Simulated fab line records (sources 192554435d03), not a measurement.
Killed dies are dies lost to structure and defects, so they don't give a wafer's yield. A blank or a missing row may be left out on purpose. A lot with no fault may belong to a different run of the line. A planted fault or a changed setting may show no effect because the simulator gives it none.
Matching of chambers | flow n5_finfet | N5_BEOL_M0_SAQP_STRIP_108 on rie_diel-06 has 4 sister chambers
The step strips in N2/H2. 16 wafers are shown with their chamber, then 8 later ones without.

## WAFERS, EACH WITH ITS CHAMBER
wafer  | chamber | showerhead_plenum_p_Torr (Torr) | throttle_valve_pct (%) | drypump_motor_current_A (A)
L077.1 | 0       | 3.50                            | 19.14                  | 6.5
L077.4 | 3       | 3.19                            | 18.74                  | 5.8
L077.6 | 0       | 3.50                            | 19.12                  | 6.5
L083.2 | 0       | 3.50                            | 19.18                  | 6.5
L083.3 | 2       | 3.39                            | 18.49                  | 5.5
L083.4 | 3       | 3.19                            | 18.76                  | 5.8
L084.1 | 0       | 3.50                            | 19.15                  | 6.5
L084.2 | 2       | 3.39                            | 18.48                  | 5.5
L084.3 | 1       | 3.30                            | 18.87                  | 6.3
L084.4 | 3       | 3.19                            | 18.77                  | 5.8
L084.5 | 0       | 3.50                            | 19.15                  | 6.5
L084.6 | 1       | 3.30                            | 18.89                  | 6.4
L088.2 | 2       | 3.39                            | 18.51                  | 5.6
L088.5 | 0       | 3.49                            | 19.16                  | 6.5
L088.6 | 1       | 3.30                            | 18.88                  | 6.3
L089.1 | 2       | 3.39                            | 18.51                  | 5.5

SIGNATURES (means of the wafers above)
reading                  | chamber 0 | chamber 1 | chamber 2 | chamber 3 | scatter within a chamber
showerhead_plenum_p_Torr | 3.4983    | 3.3000    | 3.3900    | 3.1900    | 0.00264
throttle_valve_pct       | 19.1500   | 18.8800   | 18.4975   | 18.7567   | 0.0167
drypump_motor_current_A  | 6.500     | 6.333     | 5.525     | 5.800     | 0.0344
Rule: a wafer's distance from a chamber is the root of the sum, over the readings, of the square of ((its reading less the chamber's mean) divided by the reading's scatter). If the next closest chamber is less than 2 further off than the closest, the wafer can't be placed; otherwise it belongs to the closest. The scatter: take each reading less its chamber's mean, square it, sum over the shown wafers, divide by the number of wafers less the number of chambers, and take the root.

## WAFERS WITHOUT THEIR CHAMBER
wafer  | showerhead_plenum_p_Torr (Torr) | throttle_valve_pct (%) | drypump_motor_current_A (A)
L089.2 | 3.30                            | 18.90                  | 6.3
L089.3 | 3.18                            | 18.78                  | 5.8
L090.3 | 3.18                            | 18.77                  | 5.8
L090.5 | 3.39                            | 18.51                  | 5.5
L090.6 | 3.30                            | 18.88                  | 6.3
L092.1 | 3.49                            | 19.18                  | 6.5
L092.2 | 3.18                            | 18.80                  | 5.8
L092.5 | 3.49                            | 19.18                  | 6.5

## CHAMBER TAKEN BY EACH
wafer  | from the rows above | in truth
L089.2 | 1                   | 1
L089.3 | 3                   | 3
L090.3 | 3                   | 3
L090.5 | 2                   | 2
L090.6 | 1                   | 1
L092.1 | 0                   | 0
L092.2 | 3                   | 3
L092.5 | 0                   | 0
8 of 8 placed correctly. Can't be placed from these rows: 0. Wrongly placed: 0.
